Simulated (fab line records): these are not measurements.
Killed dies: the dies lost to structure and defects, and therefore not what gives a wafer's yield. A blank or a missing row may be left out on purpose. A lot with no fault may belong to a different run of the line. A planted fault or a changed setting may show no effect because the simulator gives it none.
fab line records	flow nandHarc
record: lots: 5	wafers: 15	lastDay: 32
route steps=1302 shown THIN_TSV@1273 END@1301
lots untouched by any fault: they come from a run of this same line in which no faults occurred
startH: start of the lot's first displayed wafer, in hours after the record's first day	waitH: hours from the lot's prior step to this one	" identical to the entry in the row above	L1.1+2: a row that stands for several wafers	- no value, or no start was given	* or withheld: withheld	< > ~ a bound
route shown NAME@n: a module of which the file shows steps, and the number in the route of the first	usual: the fault-free wafers' mean and standard deviation	same: alike in all rows	chamber/n: place in a boat	sites: readings site by site	_std_site: standard deviation of those values	_edge_site: outer sites' mean less inner sites'	radiusMm: for every site, how far away it sits from the centre of the wafer	mask NAME#n: copy n	behind: tool/chamber where the wafer was last shaped	hold: cause of the lot's hold/its duration in hours/its outcome	device: names the non-switching transistor (n, p or np)	end of line: the route-end tests of the same wafers	a step given without rows: its recipe and nothing more	killed: count of dies lost to structure and defects at first sort (not the wafer's yield)	map: shows each die of a wafer: x if killed, . if not, _ if none is there
set.NAME: the setting that was run; set.NAME@STEP: the one run at that earlier step	model.NAME: the simulator's own value behind a step, which no gauge read
certain route steps with their lots: each step a table, each wafer a row
services: the hour from which a tool's chamber was out of use, counted from the record's first day as startH (under 0 if before that day), plus the number of hours and why
== steps ==
step: NHARC_THIN_TSV_PVD_51
recipe: targetThkA: 1000	chamberPressurePa: 5	material: Cu
usual: throttleValvePct: 30.1/0.95
lot.wafer	tool	chamber	startH	waitH	throttleValvePct
L075.2	pvdSputter-03	-	-	-	30.1
L075.1	"	-	"	"	29.7
L075.6	"	-	"	"	29.6
L077.1	pvdSputter-01	-	-	-	30.4
L077.6	"	-	"	"	30.2
L077.5	"	-	"	"	29.4
L081.3	pvdSputter-02	-	-	-	31.6
L081.1	"	-	"	"	31.6
L081.6	"	-	"	"	30.5
L092.4	pvdSputter-02	-	-	-	31.0
L092.5	"	-	"	"	30.9
L092.6	"	-	"	"	30.1
L093.2	pvdSputter-01	-	-	-	30.4
L093.3	"	-	"	"	29.5
L093.6	"	-	"	"	30.3
step: NHARC_THIN_TSV_ECD_20
recipe: targetThkA: 20000	material: Cu
lot.wafer	tool	chamber	startH	waitH
L075.1+2+6	ecdCu-01	1,0,0	564.24	-
L077.1+5+6	ecdCu-01	0,1,0	605.42	-
L081.1+3+6	ecdCu-02	0	617.14	-
L092.4+5+6	ecdCu-02	0,0,1	750.73	-
L093.2+3+6	ecdCu-01	1,0,0	750.89	-
step: NHARC_THIN_TSV_ANNEAL_52
recipe: tempC: 225	timeS: 90
usual: wafer_temp_C_max: 226.4/0.35
lot.wafer	tool	chamber	startH	waitH	wafer_temp_C_max
L075.1	rtpAnneal-01	0	564.95	0.6	226.3
L075.2	"	0	"	"	226.3
L075.6	"	0	"	"	226.3
L077.1	rtpAnneal-02	0	606.05	0.5	225.9
L077.5	"	0	"	"	226.5
L077.6	"	0	"	"	226.2
L081.1	rtpAnneal-02	0	617.87	0.6	226.4
L081.3	"	0	"	"	226.0
L081.6	"	0	"	"	226.0
L092.4	rtpAnneal-01	0	751.49	0.7	226.4
L092.5	"	0	"	"	226.7
L092.6	"	0	"	"	226.6
L093.2	rtpAnneal-01	0	751.86	0.9	226.8
L093.3	"	0	"	"	226.9
L093.6	"	0	"	"	226.9
step: NHARC_THIN_TSV_CMP_21
recipe: tOverpolishS: 30	targetThkNm: 2000
usual: motorCurrentA: 11.7/1.4	overpolishRunS: 29.999/0.0085
lot.wafer	tool	chamber	startH	waitH	motorCurrentA	overpolishRunS
L075.2	cmp-04	1	565.65	-	10.3	30.001
L075.1	"	3	"	"	11.1	29.998
L075.6	"	1	"	"	9.9	29.993
L077.1	cmp-03	1	606.40	-	12.2	29.988
L077.5	"	1	"	"	12.1	29.999
L077.6	"	2	"	"	11.9	30.004
L081.1	cmp-04	2	618.25	-	13.7	29.991
L081.3	"	3	"	"	10.8	29.996
L081.6	"	2	"	"	14.0	29.983
L092.4	cmp-03	1	751.76	-	12.1	29.994
L092.6	"	2	"	"	12.8	30.001
L092.5	"	3	"	"	12.3	29.995
L093.3	cmp-04	3	752.21	-	10.9	29.999
L093.2	"	0	"	"	10.1	29.995
L093.6	"	1	"	"	10.3	30.006
step: NHARC_THIN_TSV_SRD_23
lot.wafer	tool	chamber	startH	waitH
L075.1+6+2	wetBench-08	0,1,5	565.98	0.0
L077.1+6+5	wetBench-10	3,4,0	606.77	0.0
L081.1+3+6	wetBench-10	1,5,6	618.58	0.0
L092.5+6+4	wetBench-08	2,6,7	752.04	0.0
L093.3+2+6	wetBench-10	3,4,6	752.53	0.0
step: NHARC_THIN_TSV_DEGAS_53
recipe: tempC: 300	timeS: 60
usual: heaterPowerW: 449/50
lot.wafer	tool	chamber	startH	waitH	heaterPowerW
L075.2	pvdSputter-03	-	566.09	0.1	353
L075.1	"	-	"	"	432
L075.6	"	-	"	"	357
L077.1	pvdSputter-03	-	606.90	0.1	471
L077.5	"	-	"	"	427
L077.6	"	-	"	"	482
L081.3	pvdSputter-02	-	618.68	0.1	419
L081.1	"	-	"	"	494
L081.6	"	-	"	"	489
L092.4	pvdSputter-03	-	752.14	0.1	473
L092.5	"	-	"	"	468
L092.6	"	-	"	"	365
L093.2	pvdSputter-01	-	752.63	0.1	422
L093.3	"	-	"	"	450
L093.6	"	-	"	"	544
step: NHARC_THIN_TSV_PRE_CLEAN_54
recipe: timeS: 30	tempC: 280	gas: H2/He
usual: heaterPowerW: 394/43
lot.wafer	tool	chamber	startH	waitH	heaterPowerW
L075.2	pvdSputter-03	-	566.16	0.1	381
L075.1	"	-	"	"	301
L075.6	"	-	"	"	426
L077.1	pvdSputter-03	-	606.94	0.0	423
L077.5	"	-	"	"	415
L077.6	"	-	"	"	387
L081.1	pvdSputter-02	-	618.77	0.1	358
L081.3	"	-	"	"	431
L081.6	"	-	"	"	378
L092.4	pvdSputter-03	-	752.23	0.1	414
L092.5	"	-	"	"	409
L092.6	"	-	"	"	370
L093.2	pvdSputter-01	-	752.69	0.1	473
L093.3	"	-	"	"	402
L093.6	"	-	"	"	484
step: NHARC_THIN_TSV_PVD_55
recipe: targetThkA: 500	material: TiN
lot.wafer	tool	chamber	startH	waitH
L075.2+1+6	pvdSputter-03	-	566.27	0.1
L077.1+6+5	pvdSputter-03	-	607.04	0.1
L081.1+3+6	pvdSputter-02	-	618.82	0.0
L092.4+6+5	pvdSputter-03	-	752.33	0.1
L093.2+3+6	pvdSputter-01	-	752.77	0.1
step: NHARC_THIN_TSV_PVD_24
recipe: targetThkA: 8000	powerW: withheld	chamberPressurePa: withheld	substrateTempC: withheld	timeS: withheld	gas: Ar	material: Al
lot.wafer	tool	chamber	startH	waitH
L075.1+2+6	pvdSputter-03	-	566.43	0.1
L077.1+5+6	pvdSputter-03	-	607.22	0.2
L081.1+3+6	pvdSputter-02	-	619.03	0.2
L092.4+5+6	pvdSputter-03	-	752.50	0.1
L093.3+2+6	pvdSputter-01	-	753.03	0.2
step: NHARC_THIN_TSV_DEHYDRATE_25
recipe: tempC: 150	timeS: 120
usual: plateTempC: 150.00/0.13
lot.wafer	tool	chamber	startH	waitH	plateTempC
L075.1	lithoTrack-02	0	566.79	-	150.18
L075.2	"	0	"	"	150.13
L075.6	"	0	"	"	150.07
L077.1	lithoTrack-02	0	607.58	-	150.03
L077.5	"	0	"	"	149.91
L077.6	"	0	"	"	150.19
L081.1	lithoTrack-05	0	619.39	-	149.99
L081.3	"	0	"	"	150.04
L081.6	"	0	"	"	149.85
L092.4	lithoTrack-03	0	752.86	-	149.84
L092.5	"	0	"	"	150.09
L092.6	"	0	"	"	150.01
L093.2	lithoTrack-03	0	753.33	-	150.16
L093.3	"	0	"	"	150.16
L093.6	"	0	"	"	149.96
step: NHARC_THIN_TSV_HMDS_26
recipe: timeS: 30
lot.wafer	tool	chamber	startH	waitH
L075.1+2+6	lithoTrack-02	0	-	-
L077.1+5+6	lithoTrack-02	0	-	-
L081.1+3+6	lithoTrack-05	0	-	-
L092.4+5+6	lithoTrack-03	0	-	-
L093.2+3+6	lithoTrack-03	0	-	-
step: NHARC_THIN_TSV_COAT_27
recipe: spinRpm: *
lot.wafer	tool	chamber	startH	waitH
L075.1+2+6	lithoTrack-02	0	-	-
L077.1+5+6	lithoTrack-02	0	-	-
L081.1+3+6	lithoTrack-05	0	-	-
L092.4+5+6	lithoTrack-03	0	-	-
L093.2+3+6	lithoTrack-03	0	-	-
step: NHARC_THIN_TSV_SOFTBAKE_28
recipe: tempC: 122	timeS: 95
usual: plateTempC: 122.02/0.14
lot.wafer	tool	chamber	startH	waitH	plateTempC
L075.1	lithoTrack-02	0	-	-	121.97
L075.2	"	0	"	"	121.87
L075.6	"	0	"	"	122.05
L077.1	lithoTrack-02	0	-	-	121.79
L077.5	"	0	"	"	122.01
L077.6	"	0	"	"	121.81
L081.1	lithoTrack-05	0	-	-	122.23
L081.3	"	0	"	"	122.23
L081.6	"	0	"	"	122.29
L092.4	lithoTrack-03	0	-	-	121.94
L092.5	"	0	"	"	122.04
L092.6	"	0	"	"	121.98
L093.2	lithoTrack-03	0	-	-	122.16
L093.3	"	0	"	"	122.06
L093.6	"	0	"	"	121.97
step: NHARC_THIN_TSV_EBR_29
lot.wafer	tool	chamber	startH	waitH
L075.1+2+6	lithoTrack-02	0	-	-
L077.1+5+6	lithoTrack-02	0	-	-
L081.1+3+6	lithoTrack-05	0	-	-
L092.4+5+6	lithoTrack-03	0	-	-
L093.2+3+6	lithoTrack-03	0	-	-
step: NHARC_THIN_TSV_EXPOSE_30
recipe: na: 0.55	doseMj: 11.47	maskId: PAD
usual: stageVelMmS: 499.98/0.26
lot.wafer	tool	chamber	startH	waitH	mask	stageVelMmS
L075.1	krfScanner-01	0	567.06	-	PAD#0	499.60
L075.2	"	0	"	"	PAD#0	500.11
L075.6	"	0	"	"	PAD#0	499.72
L077.1	krfScanner-01	0	607.85	-	PAD#0	500.69
L077.5	"	0	"	"	PAD#0	500.59
L077.6	"	0	"	"	PAD#0	500.41
L081.1	krfScanner-02	0	619.53	-	PAD#0	499.77
L081.3	"	0	"	"	PAD#0	499.57
L081.6	"	0	"	"	PAD#0	499.99
L092.4	krfScanner-03	0	753.14	-	PAD#0	499.56
L092.5	"	0	"	"	PAD#0	499.83
L092.6	"	0	"	"	PAD#0	499.55
L093.2	krfScanner-01	0	753.61	-	PAD#0	500.16
L093.3	"	0	"	"	PAD#0	500.07
L093.6	"	0	"	"	PAD#0	499.98
step: NHARC_THIN_TSV_PEB_31
recipe: pebTempC: 118	pebTimeS: 85
usual: plateTempC: 117.98/0.15
lot.wafer	tool	chamber	startH	waitH	plateTempC
L075.1	lithoTrack-05	0	567.12	0.1	118.01
L075.2	"	0	"	"	118.16
L075.6	"	0	"	"	117.93
L077.1	lithoTrack-05	0	607.91	0.1	117.97
L077.5	"	0	"	"	117.82
L077.6	"	0	"	"	117.92
L081.1	lithoTrack-02	0	619.60	0.1	117.77
L081.3	"	0	"	"	117.75
L081.6	"	0	"	"	117.84
L092.4	lithoTrack-05	0	753.19	0.0	118.32
L092.5	"	0	"	"	118.00
L092.6	"	0	"	"	117.97
L093.2	lithoTrack-05	0	753.67	0.1	117.87
L093.3	"	0	"	"	117.74
L093.6	"	0	"	"	117.95
step: NHARC_THIN_TSV_DEVELOP_32
recipe: timeS: 70
lot.wafer	tool	chamber	startH	waitH
L075.1+2+6	lithoTrack-05	0	-	-
L077.1+5+6	lithoTrack-05	0	-	-
L081.1+3+6	lithoTrack-02	0	-	-
L092.4+5+6	lithoTrack-05	0	-	-
L093.2+3+6	lithoTrack-05	0	-	-
step: NHARC_THIN_TSV_CD_MEAS_33
recipe: targetCdNm: 5000	landingEnergyEv: 500
usual: cdNm: 5000.1/1.4
same: landingEnergyEv: 500
lot.wafer	tool	chamber	startH	waitH	cdNm
L075.1	cdSem-01	0	567.21	-	4999.5
L075.2	"	0	"	"	5000.9
L075.6	"	0	"	"	5001.3
L077.1	cdSem-01	0	608.00	-	5001.4
L077.5	"	0	"	"	5000.8
L077.6	"	0	"	"	5000.7
L081.1	cdSem-03	0	619.70	-	5002.0
L081.3	"	0	"	"	4999.5
L081.6	"	0	"	"	5000.0
L092.4	cdSem-02	0	753.29	-	5002.2
L092.5	"	0	"	"	4999.4
L092.6	"	0	"	"	5000.0
L093.2	cdSem-01	0	753.76	-	4997.8
L093.3	"	0	"	"	4996.7
L093.6	"	0	"	"	4998.6
step: NHARC_THIN_TSV_HARDBAKE_34
recipe: tempC: 125	timeS: 80
usual: plateTempC: 125.05/0.13
lot.wafer	tool	chamber	startH	waitH	plateTempC
L075.1	lithoTrack-05	0	567.29	-	124.90
L075.2	"	0	"	"	124.92
L075.6	"	0	"	"	124.98
L077.1	lithoTrack-05	0	608.08	-	124.70
L077.5	"	0	"	"	124.78
L077.6	"	0	"	"	124.94
L081.1	lithoTrack-05	0	619.78	-	124.95
L081.3	"	0	"	"	125.01
L081.6	"	0	"	"	125.10
L092.4	lithoTrack-05	0	753.37	-	125.28
L092.5	"	0	"	"	125.17
L092.6	"	0	"	"	125.28
L093.2	lithoTrack-03	0	753.84	-	125.05
L093.3	"	0	"	"	125.29
L093.6	"	0	"	"	125.04
step: NHARC_THIN_TSV_DESCUM_35
recipe: timeS: 3	o2FlowSccm: 200	arFlowSccm: 0	biasPowerW: 0	chemistry: O2
usual: drypumpMotorCurrentA: 5.9/0.48	oesProductAu: 1.001/0.0073	rfVppV: 57.9/0.95	showerheadPlenumPTorr: 1.94/0.081	throttleValvePct: 11.311/0.0092
lot.wafer	tool	chamber	startH	waitH	drypumpMotorCurrentA	oesProductAu	rfHoursCounterH	rfVppV	showerheadPlenumPTorr	throttleValvePct
L075.1	rieDiel-07	2	567.37	-	5.7	0.984	3.7	57.0	1.96	11.308
L075.2	"	0	"	"	6.4	0.999	5.0	57.8	2.00	11.312
L075.6	"	3	"	"	5.9	0.992	-	58.3	1.94	11.315
L077.1	rieDiel-07	3	608.17	-	5.9	0.999	6.8	57.9	1.94	11.314
L077.6	"	2	"	"	5.7	1.003	-	57.9	1.96	11.314
L077.5	"	3	"	"	5.9	0.998	-	57.3	1.94	11.316
L081.1	rieDiel-07	3	619.88	-	5.9	0.997	7.1	58.3	1.94	11.307
L081.3	"	0	"	"	6.4	0.997	7.4	58.5	2.00	11.314
L081.6	"	1	"	"	6.5	0.990	-	57.5	2.02	11.314
L092.4	rieDiel-08	3	753.45	-	4.8	0.993	1.5	57.7	1.78	11.291
L092.6	"	2	"	"	5.8	0.997	-	55.9	1.80	11.309
L092.5	"	3	"	"	4.8	0.999	-	56.9	1.78	11.313
L093.2	rieDiel-06	1	753.94	-	6.4	0.994	4.5	57.8	1.97	11.323
L093.3	"	2	"	"	5.5	0.997	-	57.3	1.99	11.309
L093.6	"	1	"	"	6.4	1.004	-	57.6	1.97	11.312
step: NHARC_THIN_TSV_ETCH_59
recipe: targetDepthA: 8800	icpW: 900	biasW: 100	Cl2_flow_sccm: 60	bcl3FlowSccm: 30	timeS: 138.1	chemistry: Cl2/BCl3
usual: drypumpMotorCurrentA: 5.7/0.43	oesProductAu: 1.001/0.0054	throttleValvePct: 22.264/0.0089
lot.wafer	tool	chamber	startH	waitH	drypumpMotorCurrentA	oesProductAu	rfHoursCounterH	throttleValvePct
L075.2	rieMetal-01	1	567.50	0.1	5.0	1.003	3.0	22.258
L075.1	"	0	"	"	5.5	1.002	3.0	22.267
L075.6	"	1	"	"	5.0	0.999	-	22.272
L077.1	rieMetal-03	0	608.32	0.1	6.2	0.995	0.9	22.267
L077.6	"	1	"	"	5.9	0.996	-	22.266
L077.5	"	0	"	"	6.2	1.001	-	22.266
L081.1	rieMetal-01	0	620.02	0.1	5.6	1.000	0.9	22.276
L081.3	"	1	"	"	5.0	1.009	-	22.260
L081.6	"	0	"	"	5.6	0.998	-	22.275
L092.4	rieMetal-02	1	753.78	0.3	5.6	1.000	-	22.269
L092.5	"	1	"	"	5.6	0.995	-	22.261
L092.6	"	1	"	"	5.6	1.003	-	22.262
L093.2	rieMetal-03	1	754.15	0.2	6.0	1.000	0.6	22.269
L093.3	"	0	"	"	6.2	0.993	-	22.255
L093.6	"	0	"	"	6.2	0.992	-	22.257
step: NHARC_THIN_TSV_ETCH_36
recipe: targetDepthA: 650	overEtchFrac: 0.3	timeS: 18.571	ionEnergyEv: 150	chemistry: Cl2/BCl3
usual: drypumpMotorCurrentA: 5.7/0.43	oesProductAu: 1.000/0.0074
lot.wafer	tool	chamber	startH	waitH	drypumpMotorCurrentA	oesProductAu	rfHoursCounterH
L075.2	rieMetal-01	1	567.76	0.2	5.0	1.007	3.1
L075.1	"	0	"	"	5.5	1.017	3.1
L075.6	"	0	"	"	5.5	1.016	-
L077.1	rieMetal-03	0	608.55	0.2	6.2	0.998	1.1
L077.6	"	1	"	"	5.9	0.996	-
L077.5	"	0	"	"	6.2	0.993	-
L081.1	rieMetal-01	1	620.25	0.2	5.0	1.000	1.1
L081.3	"	1	"	"	5.0	0.994	-
L081.6	"	0	"	"	5.5	1.009	-
L092.4	rieMetal-02	1	754.07	0.2	5.6	1.011	-
L092.5	"	1	"	"	5.6	1.000	-
L092.6	"	1	"	"	5.6	1.003	-
L093.2	rieMetal-03	1	754.38	0.2	5.9	0.993	0.8
L093.3	"	0	"	"	6.2	0.996	-
L093.6	"	1	"	"	5.9	0.995	-
step: NHARC_THIN_TSV_STRIP_56
recipe: powerW: 1500	tempC: 250	chemistry: O2
usual: drypumpMotorCurrentA: 5.6/0.68	heaterPowerW: 334/28	tempC: 249.99/0.17
lot.wafer	tool	chamber	startH	waitH	drypumpMotorCurrentA	heaterPowerW	rfHoursCounterH	tempC
L075.1	plasmaAsher-02	0	567.86	0.1	5.0	318	27	249.77
L075.2	"	1	"	"	5.0	408	27	250.12
L075.6	"	0	"	"	5.0	321	-	249.95
L077.1	plasmaAsher-01	0	608.65	0.1	5.4	311	17	250.06
L077.6	"	0	"	"	5.4	305	-	250.02
L077.5	"	1	"	"	6.6	343	-	249.93
L081.1	plasmaAsher-02	0	620.34	0.1	4.9	324	3	250.19
L081.3	"	0	"	"	4.9	319	-	250.04
L081.6	"	0	"	"	4.9	320	-	249.99
L092.4	plasmaAsher-01	0	754.32	0.2	5.3	311	-	250.07
L092.6	"	1	"	"	6.6	328	-	249.62
L092.5	"	0	"	"	5.4	319	-	249.89
L093.2	plasmaAsher-02	0	754.52	0.1	4.9	325	32	250.20
L093.3	"	1	"	"	5.0	374	-	249.93
L093.6	"	0	"	"	5.0	320	-	250.28
step: NHARC_THIN_TSV_STRIP_57
recipe: timeS: 1200	tempC: 72.5	chemistry: postEtchResidueRemover
usual: tempC: 72.49/0.11
lot.wafer	tool	chamber	startH	waitH	tempC
L075.6	wetBench-08	1	568.20	0.1	72.68
L075.2	"	2	"	"	72.42
L075.1	"	3	"	"	72.58
L077.1	wetBench-10	1	609.00	0.3	72.32
L077.5	"	3	"	"	72.64
L077.6	"	6	"	"	72.37
L081.1	wetBench-10	5	620.71	0.3	72.64
L081.3	"	0	"	"	72.40
L081.6	"	1	"	"	72.41
L092.6	wetBench-10	6	754.56	0.1	72.49
L092.5	"	7	"	"	72.63
L092.4	"	0	"	"	72.43
L093.6	wetBench-10	6	754.84	0.1	72.55
L093.3	"	7	"	"	72.55
L093.2	"	2	"	"	72.25
step: NHARC_THIN_TSV_CD_MEAS_37
usual: cdNm: 4999.8/2.2
lot.wafer	tool	chamber	startH	waitH	cdNm
L075.1	cdSem-03	-	568.65	-	4998.8
L075.2	"	-	"	"	5004.3
L075.6	"	-	"	"	5000.1
L077.1	cdSem-01	-	609.44	-	4998.1
L077.5	"	-	"	"	5002.4
L077.6	"	-	"	"	5000.2
L081.1	cdSem-01	-	621.14	-	5002.3
L081.3	"	-	"	"	4994.4
L081.6	"	-	"	"	5000.4
L092.4	cdSem-02	-	754.98	-	5003.3
L092.5	"	-	"	"	4997.6
L092.6	"	-	"	"	4999.5
L093.2	cdSem-02	-	755.28	-	4997.7
L093.3	"	-	"	"	4996.6
L093.6	"	-	"	"	4999.0
step: NHARC_THIN_TSV_ANNEAL_58
recipe: tempC: 400	timeS: 1800
usual: tube_center_temp_C_max: 401.04/0.17	zonePowerBottomPct: 6.6/0.65
lot.wafer	tool	chamber	startH	waitH	tube_center_temp_C_max	zonePowerBottomPct
L075.1	furnace-01	0	571.80	3.1	401.14	7.3
L075.2	"	0	"	"	401.49	7.3
L075.6	"	0	"	"	401.19	7.1
L077.1	furnace-02	0	612.65	3.2	401.09	7.0
L077.5	"	0	"	"	400.94	7.0
L077.6	"	0	"	"	400.89	7.0
L081.1	furnace-05	0	626.29	5.1	400.96	5.8
L081.3	"	0	"	"	400.82	5.8
L081.6	"	0	"	"	401.18	5.9
L092.4	furnace-01	0	758.30	3.3	400.87	7.4
L092.5	"	0	"	"	401.10	7.4
L092.6	"	0	"	"	401.21	7.3
L093.2	furnace-01	0	758.30	3.0	400.88	7.3
L093.3	"	0	"	"	401.22	7.3
L093.6	"	0	"	"	401.26	7.2
step: NHARC_THIN_TSV_INSPECT_40
usual: rawDefectCount: 564/72
lot.wafer	tool	chamber	startH	waitH	rawDefectCount
L075.1	defectInspect-01	-	573.24	0.4	835
L075.2	"	-	"	"	533
L075.6	"	-	"	"	611
L077.1	defectInspect-02	-	614.09	0.4	430
L077.5	"	-	"	"	487
L077.6	"	-	"	"	442
L081.1	defectInspect-02	-	627.76	0.4	595
L081.3	"	-	"	"	654
L081.6	"	-	"	"	583
L092.4	defectInspect-01	-	759.75	0.4	452
L092.5	"	-	"	"	451
L092.6	"	-	"	"	519
L093.2	defectInspect-01	-	759.75	0.4	595
L093.3	"	-	"	"	771
L093.6	"	-	"	"	585
step: NHARC_END_WLT_00
usual: VT_DECK1_BOTTOM: 0.873/0.0066	VT_DECK1_BOTTOM_INNER: 0.873/0.0062	VT_DECK1_MEDIAN_NEAR_BOTTOM: 0.875/0.0065	VT_DECK1_MEDIAN_NEAR_BOTTOM_INNER: 0.875/0.0064	VT_DECK1_MIDDLE: 0.886/0.0068	VT_DECK1_MIDDLE_INNER: 0.886/0.0068	VT_DECK1_TOP: 0.897/0.0073	VT_DECK1_TOP_INNER: 0.898/0.0067	VT_DECK2_BOTTOM: 0.873/0.008	VT_DECK2_BOTTOM_INNER: 0.873/0.0071	VT_DECK2_MEDIAN_NEAR_BOTTOM: 0.873/0.0079	VT_DECK2_MEDIAN_NEAR_BOTTOM_INNER: 0.873/0.0074	VT_DECK2_MIDDLE: 0.885/0.0075	VT_DECK2_MIDDLE_INNER: 0.885/0.0069	VT_DECK2_TOP: 0.897/0.0078	VT_DECK2_TOP_INNER: 0.897/0.0076
lot.wafer	tool	chamber	startH	waitH	VT_DECK1_BOTTOM	VT_DECK1_BOTTOM_INNER	VT_DECK1_MEDIAN_NEAR_BOTTOM	VT_DECK1_MEDIAN_NEAR_BOTTOM_INNER	VT_DECK1_MIDDLE	VT_DECK1_MIDDLE_INNER	VT_DECK1_TOP	VT_DECK1_TOP_INNER	VT_DECK2_BOTTOM	VT_DECK2_BOTTOM_INNER	VT_DECK2_MEDIAN_NEAR_BOTTOM	VT_DECK2_MEDIAN_NEAR_BOTTOM_INNER	VT_DECK2_MIDDLE	VT_DECK2_MIDDLE_INNER	VT_DECK2_TOP	VT_DECK2_TOP_INNER
L075.1	prober-02	-	573.30	0.1	0.872	0.873	0.872	0.865	0.888	0.886	0.902	0.900	0.863	0.862	0.868	0.873	0.873	0.880	0.888	0.891
L075.2	"	-	"	"	0.879	0.874	0.869	0.874	0.887	0.886	0.898	0.897	0.858	0.863	0.867	0.870	0.875	0.884	0.890	0.880
L075.6	"	-	575.77	2.5	0.864	0.864	0.871	0.871	0.874	0.895	0.907	0.904	0.862	0.864	0.868	0.864	0.872	0.874	0.885	0.885
L077.1	prober-01	-	614.14	0.0	0.877	0.877	0.884	0.882	0.897	0.901	0.917	0.912	0.883	0.887	0.887	0.884	0.887	0.888	0.904	0.898
L077.5	"	-	616.14	2.0	0.882	0.876	0.890	0.890	0.900	0.900	0.908	0.910	0.868	0.875	0.883	0.874	0.890	0.889	0.901	0.901
L077.6	"	-	"	"	0.883	0.877	0.881	0.882	0.892	0.904	0.917	0.915	0.880	0.883	0.886	0.875	0.892	0.889	0.896	0.906
L081.1	prober-01	-	629.69	1.9	0.885	0.877	0.887	0.879	0.887	0.887	0.902	0.907	0.881	0.874	0.880	0.872	0.887	0.879	0.893	0.897
L081.3	"	-	630.70	2.9	0.870	0.875	0.880	0.876	0.894	0.899	0.902	0.902	0.870	0.876	0.876	0.875	0.886	0.885	0.894	0.895
L081.6	"	-	632.21	4.5	0.876	0.882	0.880	0.882	0.890	0.884	0.903	0.902	0.869	0.872	0.866	0.873	0.882	0.884	0.901	0.893
L092.4	prober-01	-	761.28	1.5	0.886	0.872	0.875	0.887	0.898	0.893	0.905	0.902	0.867	0.872	0.866	0.862	0.882	0.881	0.890	0.887
L092.5	"	-	"	"	0.880	0.881	0.882	0.882	0.895	0.884	0.900	0.910	0.866	0.865	0.872	0.861	0.876	0.888	0.893	0.883
L092.6	"	-	"	"	0.888	0.879	0.879	0.882	0.895	0.895	0.911	0.909	0.866	0.869	0.874	0.862	0.884	0.881	0.881	0.898
L093.2	prober-02	-	762.50	2.7	0.871	0.865	0.873	0.874	0.877	0.881	0.893	0.891	0.863	0.879	0.865	0.864	0.873	0.875	0.893	0.887
L093.3	"	-	"	"	0.863	0.867	0.876	0.877	0.881	0.892	0.901	0.890	0.866	0.864	0.868	0.871	0.877	0.887	0.895	0.894
L093.6	"	-	764.49	4.7	0.867	0.870	0.870	0.869	0.884	0.877	0.896	0.898	0.872	0.872	0.867	0.874	0.886	0.876	0.895	0.883
== services ==
tool	chamber	startH	hours	kind
krfScanner-01	-	545.07	4.0	pm
cmp-04	-	554.85	1.0	repair
pvdSputter-01	-	559.06	1.4	repair
krfScanner-01	-	572.17	2.3	repair
rieMetal-01	-	575.00	9.0	pm
lithoTrack-02	-	577.00	7.0	pm
cmp-04	-	579.36	1.7	repair
pvdSputter-01	-	582.00	10.0	pm
krfScanner-01	-	600.14	2.3	repair
plasmaAsher-02	-	603.07	9.0	pm
cmp-04	-	607.20	2.6	repair
cmp-04	-	613.71	2.5	repair
lithoTrack-03	-	625.00	7.0	pm
cmp-04	-	628.79	4.0	pm
pvdSputter-02	-	638.00	10.0	pm
lithoTrack-05	-	649.00	7.0	pm
wetBench-10	-	663.20	8.0	pm
rieMetal-03	-	696.00	9.0	pm
pvdSputter-03	-	704.18	10.0	pm
pvdSputter-02	-	709.67	4.8	repair
pvdSputter-03	-	740.24	3.3	repair
rieMetal-01	0	749.69	2.5	repair
lithoTrack-02	-	752.00	7.0	pm
rieMetal-01	-	752.00	9.0	pm
== key ==
fault none
